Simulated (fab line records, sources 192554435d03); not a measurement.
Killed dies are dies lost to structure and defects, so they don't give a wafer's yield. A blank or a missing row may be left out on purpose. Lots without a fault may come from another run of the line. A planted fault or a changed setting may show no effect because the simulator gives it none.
Split-lot experiment | flow n5_finfet | 7 lots, 21 wafers read, on a route of 1938 steps

THE SPLIT
At N5_BEOL_M10_EXPOSE_08 (exposes mask M10), the setting dose_mj was moved away from the recipe's 53.75 on 6 of the 21 wafers read, by -7.2% to +7.1%. The other wafers ran this setting at the recipe's value.

FROM THE SPLIT TO THE READING: what the file shows between them, 15 steps
- N5_BEOL_M10_PEB_09: peb time 60 s
- N5_BEOL_M10_DEVELOP_10: develop time 30 s
- N5_BEOL_M10_CD_MEAS_11: target cd 64.1 nm
- N5_BEOL_M10_DESCUM_16: chemistry O2, time 7.9 s
- N5_BEOL_M10_ETCH_61: etches SiARC in CF4, target depth 39 nm, time 65 s
- N5_BEOL_M10_ETCH_62: etches SOC in N2/H2, target depth 110 nm, overetch 22 nm, time 165 s
- N5_BEOL_M10_STRIP_68: strips in N2/H2
- N5_BEOL_M10_STRIP_67: strips in CF4
- N5_BEOL_M10_HM_OPEN_17: chemistry Cl2/BCl3, target TiN, target depth 20 nm, overetch 6 nm
- N5_BEOL_M10_STRIP_19: strips in O2
- N5_BEOL_M10_CD_MEAS_18: pitch 140 nm, target cd 70 nm
- N5_BEOL_M10_COAT_63: time 60 s, resist thk 100 nm
- N5_BEOL_M10_COAT_64: time 60 s, resist thk 30 nm
- N5_BEOL_M10_PRECLEAN_42: cleans in residue remover, time 60 s
- N5_BEOL_M10_SRD_43: time 30 s

THE READING
cd_nm, in nm, at N5_BEOL_M10_CD_MEAS_35 (target cd 70 nm). Fault-free wafers of this fab line usually give 69.8 nm, standard deviation 0.74 nm.

wafer  | tool, chamber at the split | dose_mj as run | against the recipe | cd_nm, nm | against lot-mates on the recipe
L076.2 | arfi_scanner-03, 0         | 51.15          | -4.8%              | 68.4      | -3.2
L076.5 | arfi_scanner-03, 0         | 53.75          | recipe             | 71.6      | -
L076.6 | arfi_scanner-03, 0         | 51.15          | -4.8%              | 68.0      | -3.6
L080.1 | arfi_scanner-03, 0         | 53.75          | recipe             | 70.6      | -
L080.3 | arfi_scanner-03, 0         | 49.89          | -7.2%              | 66.2      | -4.4
L080.6 | arfi_scanner-03, 0         | 49.89          | -7.2%              | 66.3      | -4.3
L079.1 | arfi_scanner-01, 0         | 53.75          | recipe             | 69.1      | -
L079.2 | arfi_scanner-01, 0         | 53.75          | recipe             | 69.4      | -
L079.3 | arfi_scanner-01, 0         | 53.75          | recipe             | 69.7      | -
L083.4 | arfi_scanner-03, 0         | 53.75          | recipe             | 70.6      | -
L083.5 | arfi_scanner-03, 0         | 57.58          | +7.1%              | 75.6      | +4.8
L083.6 | arfi_scanner-03, 0         | 53.75          | recipe             | 71.0      | -
L086.2 | arfi_scanner-03, 0         | 53.75          | recipe             | 69.6      | -
L086.3 | arfi_scanner-03, 0         | 53.75          | recipe             | 68.6      | -
L086.4 | arfi_scanner-03, 0         | 53.75          | recipe             | 70.3      | -
L091.1 | arfi_scanner-03, 0         | 53.75          | recipe             | 69.1      | -
L091.2 | arfi_scanner-03, 0         | 53.75          | recipe             | 69.9      | -
L091.3 | arfi_scanner-03, 0         | 55.87          | +3.9%              | 71.0      | +1.5
L092.3 | arfi_scanner-02, 0         | 53.75          | recipe             | 69.8      | -
L092.4 | arfi_scanner-02, 0         | 53.75          | recipe             | 70.1      | -
L092.5 | arfi_scanner-02, 0         | 53.75          | recipe             | 70.7      | -

THE FIT
A straight line over all 21 wafers: cd_nm changes by +0.54 nm for each +1% of dose_mj; r = +0.90; the points scatter about the line by 0.88 nm.
The same after taking each lot's own level away (the mean of its wafers on the recipe; 21 wafers): +0.623 nm for each +1%; r = +0.98; scatter 0.45 nm.
On that fit, the largest move of dose_mj shifts the reading by 4.5 nm.
The lots' own levels span 69.40 to 71.60 nm, that is 3.0 times the standard deviation above.
So the lot-to-lot level changes the slope: the two fits differ.
Check: with one of the wafers moved furthest among these (-7.2%) left out of the fit, the line predicts -4.57 nm for it against its lot-mates. It came out at -4.4 nm against them.

THE WHOLE CHAIN: every reading that the file lists as answering this split, in the file's order
step                   | what it does                                                         | reading                                                                | change (the file's fit)               | r (the file's)
N5_BEOL_M10_CD_MEAS_11 | target cd 64.1 nm                                                    | cd_nm                                                                  | +0.587 nm for each +1% of the setting | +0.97
N5_BEOL_M10_ETCH_61    | etches SiARC in CF4, target depth 39 nm, time 65 s                   | BEOL_M10.cd_offset_nm (the simulator's own value, which no gauge read) | +0.57 nm for each +1% of the setting  | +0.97
N5_BEOL_M10_ETCH_62    | etches SOC in N2/H2, target depth 110 nm, overetch 22 nm, time 165 s | BEOL_M10.cd_offset_nm (the simulator's own value, which no gauge read) | +0.595 nm for each +1% of the setting | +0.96
N5_BEOL_M10_CD_MEAS_18 | pitch 140 nm, target cd 70 nm                                        | cd_nm                                                                  | +0.584 nm for each +1% of the setting | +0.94
N5_BEOL_M10_CD_MEAS_35 | target cd 70 nm                                                      | cd_nm                                                                  | +0.623 nm for each +1% of the setting | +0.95

THE FILE'S OWN FIT
cd_nm changes by +0.623 nm for each +1% of dose_mj, r = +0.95.
